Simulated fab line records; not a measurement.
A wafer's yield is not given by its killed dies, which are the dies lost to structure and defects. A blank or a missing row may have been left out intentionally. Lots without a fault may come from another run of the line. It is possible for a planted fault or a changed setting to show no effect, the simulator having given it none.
Problem report in the 8D (eight disciplines) form, filled by code | flow nandHarc | the parts of the form that need people (team, actions taken, sign-off) are left out

## 1. PROBLEM STATEMENT
Mean of killedAtPeriphery at NHARC_END_SORT_01: 81.5 across 4 wafers in 3 lots; on wafers with no fault it is 3.9 (standard deviation 2.6). Measured from the usual mean, that is +30 standard deviations.
Earliest sighting: wafer L115.1 on prober-02 at day 30 08:07. Wafers with a number at this step in the record: 9, from 3 lots. Rule for "out", or "out of limits": more than 4 standard deviations from the usual mean. Any other wafer with a number is counted as sound.

## 2. WHAT IT IS, WHAT IT ISN'T
question                    | is                             | is not
which readings at this step | killedAtPeriphery              | killedAtArray, killedAtOther, killedOpen, killedShort
which lots                  | L115, L117, L118               | -
which wafers of those lots  | L115.1, L115.5, L117.1, L118.6 | L115.4, L117.5, L117.6, L118.3, L118.4
read on which gauges        | prober-01, prober-02           | -
when                        | from day 30 08:07              | up to then (0 sound wafers); but 5 sound wafers of L115, L117, L118 came after

## 3. THE SUSPECTS, EACH WITH WHAT RULES IT OUT
Counting: any tool at a process step up to the reading remains a suspect provided it ran every lot that is out. Sound lots after the first of them don't rule it out here, since some wafers of a struck lot are sound.
- the gauge at NHARC_END_SORT_01 has been ruled out. The wafers that are out were read on 2 gauges (prober-01, prober-02).
- rieDiel-12 at NHARC_P_STI_ETCH_42 (etches the open film in N2/H2, target depth 80 nm, overetch 24 nm, time 61 s): kept. It ran every lot that is out, first L115 (day 8 14:31).
- rieDiel-12, NHARC_P_STI_ETCH_42: wafers that are out in chamber 3, sound lot-mates in chambers 0, 1, 2.
Left after counting: rieDiel-12 at NHARC_P_STI_ETCH_42.

## 4. THE CAUSE (what the simulator had put in)
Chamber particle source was rieDiel-12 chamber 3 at NHARC_P_STI_ETCH_42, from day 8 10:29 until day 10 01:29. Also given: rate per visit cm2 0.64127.
Counting left only this tool.

## 5. SEQUENCE OF EFFECTS, ordered by route
Each row: a reading where the mean over the struck wafers with a number is more than 3 standard deviations away from the usual. Scope: only readings with a usual standard deviation given in the record; hours: median across lots of the time from each lot's start at the first step in this table that gives one to its start at this step; sigmas: change in usual standard deviations.
hours | step              | reading           | usual | on struck wafers | change | sigmas
0     | NHARC_END_SORT_01 | killedAtPeriphery | 3.9   | 81.5             | +77.6  | +30
0     | NHARC_END_SORT_01 | killedDies        | 48    | 134              | +86    | +5.4

## 6. WHAT WOULD HAVE CAUGHT IT SOONER
In this record the first reading out of limits at a measuring or inspecting step was taken at day 30 08:07, 526 hours after the fault began at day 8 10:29.
Of the tool readings at NHARC_P_STI_ETCH_42 for which the record gives a usual standard deviation, none was out on any struck wafer, so an alarm limit of 4 standard deviations on them would not have fired.
By day 30 08:07, every lot that is out (3) had started NHARC_P_STI_ETCH_42 on rieDiel-12. Tool hold at that time: it would have spared none of them.
